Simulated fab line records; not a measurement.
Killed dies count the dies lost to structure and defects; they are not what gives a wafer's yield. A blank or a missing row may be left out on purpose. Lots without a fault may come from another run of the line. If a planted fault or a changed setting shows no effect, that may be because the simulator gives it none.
Which tool is to blame? -- flow nand harc -- 13 lots with 36 wafers sampled at 5 steps, on a route of 1302 steps

WHAT THE GAUGES SHOWED, per wafer
NHARC_A_SIN_REMOVE_INSPECT_04.
lot,measured,on,raw defect count
L834,day 20 20:07,defect inspect-01,544 655 582
L835,day 21 16:42,defect inspect-01,432 482 443
L838,day 22 16:37,defect inspect-02,414 361 344
L840,day 23 12:59,defect inspect-01,353 332 410
L839,day 23 21:43,defect inspect-02,478 343 333
L841,day 23 21:43,defect inspect-01,499 505 476
L842,day 24 18:54,defect inspect-02,408 454 383
L843,day 24 23:19,defect inspect-02,335 324 617
L844,day 25 08:40,defect inspect-02,343 409 283
L847,day 26 00:37,defect inspect-01,367 462 357
L848,day 27 18:23,defect inspect-02,228 257
L851,day 28 02:20,defect inspect-01,504
L855,day 30 02:31,defect inspect-01,288 297 310

NHARC_END_SORT_01.
lot,measured,on,killed at array,killed at other,killed at periphery,killed dies,killed open,killed short
L839,day 27 21:34,prober-01,43 52 43,0 0 0,0 1 1,43 53 44,1 3 4,2 1 0
L843,day 29 03:18,prober-02,43 36 28,0 0 0,1 1 2,44 37 30,2 6 3,1 2 1

WHAT TOOL EACH LOT RAN ON (gives the tool, then ch and the chambers of the sampled wafers, and finally the start)
lot,NHARC_A_WL_FILL_STRIP_29,NHARC_A_WL_FILL_ETCHBACK_17,NHARC_A_WL_FILL_CMP_12
L834,"rie diel-12 ch 2,3, day 21 09:07","rie metal-02 ch 0,1, day 21 09:15","cmp-01 ch 0,2,3, day 21 15:03"
L835,"rie diel-05 ch 0,1,2, day 22 05:26","rie metal-03 ch 0,1, day 22 05:31","cmp-04 ch 0,3, day 22 10:44"
L838,"rie diel-05 ch 0,1, day 23 03:02","rie metal-01 ch 0,1, day 23 03:11","cmp-02 ch 0,3, day 23 08:53"
L840,"rie diel-05 ch 0,2,3, day 24 00:48","rie metal-02 ch 0,1, day 24 00:53","cmp-01 ch 0,1, day 24 07:06"
L839,"rie diel-03 ch 0,1, day 24 09:29","rie metal-01 ch 0, day 24 09:35","cmp-01 ch 0,2,3, day 24 15:04"
L841,"rie diel-12 ch 2,3, day 24 09:06","rie metal-03 ch 0,1, day 24 09:12","cmp-04 ch 0,2,3, day 24 15:05"
L842,"rie diel-12 ch 1,2, day 25 06:20","rie metal-03 ch 0,1, day 25 06:27","cmp-02 ch 0,3, day 25 12:22"
L843,"rie diel-03 ch 1,3, day 25 11:34","rie metal-02 ch 0,1, day 25 11:40","cmp-02 ch 0,3, day 25 17:35"
L844,"rie diel-05 ch 1,3, day 25 23:12","rie metal-01 ch 0,1, day 25 23:19","cmp-02 ch 1,2,3, day 26 05:07"
L847,"rie diel-05 ch 0,1,2, day 26 12:12","rie metal-01 ch 0,1, day 26 12:19","cmp-01 ch 0,1,2, day 26 18:14"
L848,"rie diel-05 ch 0,1, day 28 07:04","rie metal-01 ch 1, day 28 07:10","cmp-02 ch 0,1, day 28 11:52"
L851,"rie diel-03 ch 1, day 28 17:56","rie metal-01 ch 0, day 28 18:02","cmp-04 ch 1, day 28 23:59"
L855,"rie diel-12 ch 0,1,2, day 30 14:22","rie metal-03 ch 0,1, day 30 14:28","cmp-04 ch 1,3, day 30 20:25"
- NHARC_A_WL_FILL_STRIP_29: strips in O2, time 20 s.
- NHARC_A_WL_FILL_ETCHBACK_17: etches the open film in Cl2/BCl3, target depth 4 nm, time 26.7 s.
- NHARC_A_WL_FILL_CMP_12: polishes, t overpolish 30 s, target thk 100 nm.

AS READ BY THE TOOLS THEMSELVES (means over the sampled wafers that have a number; for cases with no such wafer, the mark the record gives instead)
NHARC_A_WL_FILL_STRIP_29.
lot,tool,drypump motor current A (A),oes product au (a.u.),rf vpp V (V),showerhead plenum p Torr (Torr),throttle valve pct (%)
L834,rie diel-12,5.5,1.002,57.8,3.67,17.044
L835,rie diel-05,5.6,1.004,58.2,3.51,17.036
L838,rie diel-05,5.6,1.012,56.4,3.37,17.034
L840,rie diel-05,5.6,1.007,57.7,3.56,17.040
L839,rie diel-03,5.7,0.988,58.5,3.61,17.038
L841,rie diel-12,5.6,0.991,57.8,3.64,17.035
L842,rie diel-12,5.3,0.992,57.8,3.44,17.030
L843,rie diel-03,5.6,0.994,57.7,3.52,17.027
L844,rie diel-05,5.7,1.004,58.2,3.51,17.038
L847,rie diel-05,5.6,1.000,57.5,3.51,17.036
L848,rie diel-05,5.7,1.010,56.8,3.39,17.034
L851,rie diel-03,5.5,0.994,58.8,3.42,17.042
L855,rie diel-12,5.9,0.998,57.8,3.45,17.038

NHARC_A_WL_FILL_ETCHBACK_17.
lot,tool,drypump motor current A (A),oes product au (a.u.),run length s (s)
L834,rie metal-02,5.55,1.011,48.4
L835,rie metal-03,5.94,1.005,47.9
L838,rie metal-01,5.70,1.016,48.4
L840,rie metal-02,5.55,1.018,48.2
L839,rie metal-01,5.39,1.004,48.2
L841,rie metal-03,5.90,0.994,47.7
L842,rie metal-03,5.88,1.005,47.6
L843,rie metal-02,5.56,1.018,47.7
L844,rie metal-01,5.71,1.002,48.1
L847,rie metal-01,5.73,1.015,48.6
L848,rie metal-01,5.90,1.015,47.2
L851,rie metal-01,5.36,1.003,48.5
L855,rie metal-03,5.92,1.003,48.0

NHARC_A_WL_FILL_CMP_12.
lot,tool,motor current A (A),overpolish run s (s),time to endpoint s (s)
L834,cmp-01,11.5,29.997,20
L835,cmp-04,12.9,30.009,23
L838,cmp-02,12.3,29.997,19
L840,cmp-01,12.2,29.997,21
L839,cmp-01,11.4,29.998,21
L841,cmp-04,12.4,30.011,23
L842,cmp-02,11.7,29.991,20
L843,cmp-02,12.0,29.999,18
L844,cmp-02,12.2,30.005,18
L847,cmp-01,11.3,29.998,19
L848,cmp-02,12.1,30.000,20
L851,cmp-04,10.6,29.983,19
L855,cmp-04,12.9,30.003,15

THE ANSWER, worked out from the rows above alone
Rule: usual is defined by the lots themselves. The widest of any qualifying gaps counts: lots, ordered by their means at a reading, are off when they make up no more than a third of the lots, leave a main group of 4 or more, and stand apart from it by 3 or more times the standard deviation of that group's means. If all means in a main group match to the digits the tables above print for the reading, that group is not used. Also off: a lot with no number at a reading for which 4 or more lots have one. Where the step has rows for the other lots, those lots are counted as sound. After the gauges, taken in route order, come the tools' own readings; for these a lot's mean is taken, as printed above. At the first step where some lot is off, the reading lying furthest off is the one used; lots without a number count as furthest.
No lot is off at any reading shown: from this, nothing can be told.

WHAT THE SIMULATOR HAD PUT IN
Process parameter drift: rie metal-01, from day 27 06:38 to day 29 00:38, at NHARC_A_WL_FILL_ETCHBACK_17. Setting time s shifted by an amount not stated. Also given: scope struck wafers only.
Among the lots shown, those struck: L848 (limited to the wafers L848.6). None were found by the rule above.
